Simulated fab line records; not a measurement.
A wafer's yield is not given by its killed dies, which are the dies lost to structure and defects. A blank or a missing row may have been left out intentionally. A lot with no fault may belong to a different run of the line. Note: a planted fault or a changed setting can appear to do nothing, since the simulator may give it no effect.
Comparing a struck lot with a sound one ; flow nand_harc ; 15 out of 1302 route steps
Sound: these wafers, L754.3, L754.4, L754.6. Struck: wafer L765.4 (left out: L765.1, L765.5 of the same lot, which were not struck); the cause appears at the end.
For every step that has rows: the tool of each side, followed by ch and its chambers, followed by its first start. Under that, the readings that differ: sound wafers ; struck wafers ; difference of the means ; sigmas: that difference in standard deviations of wafers without a fault.
alike: readings whose means differ by less than 2 such deviations, and words and numbers that are the same on both sides. not compared: withheld readings, readings that some wafer has no value for, bounds like >300 that may hide the same value, and numbers for which the record gives no deviation and whose values overlap.
The two part at a step that has a row with sigmas, a row that says differs or no value, or rows on one side only. Numbers that have no deviation but don't overlap get no sigmas and don't part them. Lack of a reading on every wafer of one side parts them only where that side has two or more wafers.

NHARC_P_GATE_STRIP_95: strips in O2.
  sound on plasma_asher-01 ch 0,1, day 8 22:41; struck on plasma_asher-02 ch 0, day 13 09:34
  alike: drypump_motor_current_A, heater_power_w
  not compared: rf_hours_counter_h
then, 1 step without rows for these wafers: NHARC_P_GATE_STRIP_96 (strips in SPM, time 900 s).
NHARC_P_GATE_RTA_64: time 1 s.
  sound on rtp_anneal-01 ch 0, day 8 23:16; struck on rtp_anneal-02 ch 0, day 13 10:07
reading;sound;struck;difference;sigmas
lamp_power_pct (%);31.9 31.9 31.9;33.0;+1.1;+2
lamp_zone_7_pct (%);32.3 32.3 32.3;33.4;+1.1;+2
  alike: wafer_temp_C_max
then, 1 step without rows for these wafers: NHARC_P_GATE_ETCH_77 (etches SiO2 in dHF, target depth 6 nm).
NHARC_P_GATE_DEGAS_109: time 60 s.
  sound on pvd_sputter-03, day 8 23:32; struck on pvd_sputter-01, day 13 10:25
  alike: heater_power_w
then, 3 steps without rows for these wafers: NHARC_P_GATE_PRE_CLEAN_110 (time 30 s); NHARC_P_GATE_SPUTTER_78 (material Ni, target thk 10 nm); NHARC_P_GATE_SPUTTER_79 (material TiN, target thk 10 nm).
NHARC_P_GATE_RTA_80: time 30 s.
  sound on rtp_anneal-02 ch 0, day 8 23:52; struck on rtp_anneal-02 ch 0, day 13 10:43
  alike: wafer_temp_C_max
then, 2 steps without rows for these wafers: NHARC_P_GATE_STRIP_67 (strips in SPM, time 600 s); NHARC_P_GATE_RTA_82 (time 30 s).
NHARC_P_GATE_INSPECT_68:
  sound on defect_inspect-02, day 9 00:28; struck on defect_inspect-01, day 13 11:22
  alike: raw_defect_count
NHARC_P_CONTACT_DEP_30: deposits SiNx, target thk 30 nm.
  sound on pecvd-04 ch 0,1,2, day 9 00:32; struck on pecvd-02 ch 1, day 13 11:31
reading;sound;struck;difference;sigmas
rf_fwd_power_W (W);449.6 450.7 448.2;522.1;+72.6;+52
  alike: heater_power_w
NHARC_P_CONTACT_DEP_00: deposits SiO2, target thk 500 nm.
  sound on pecvd-04 ch 0,1,2; struck on pecvd-02 ch 1
  alike: chamber_pressure_Torr, heater_power_w, rf_fwd_power_W, throttle_valve_pct
-- record jumps: 19 days between struck wafers' starts before vs after; left off in module P_CONTACT, resumes in module END, first step shown is number 1302 of the route --
NHARC_END_SORT_01:
  at this point the record logs the struck wafers (prober-02 ch 0, day 32 00:16) and has no rows for the sound ones

## WHERE THEY PART
First at NHARC_P_GATE_RTA_64; last, within this record, at NHARC_END_SORT_01.

WHY: what had been put in by the simulator
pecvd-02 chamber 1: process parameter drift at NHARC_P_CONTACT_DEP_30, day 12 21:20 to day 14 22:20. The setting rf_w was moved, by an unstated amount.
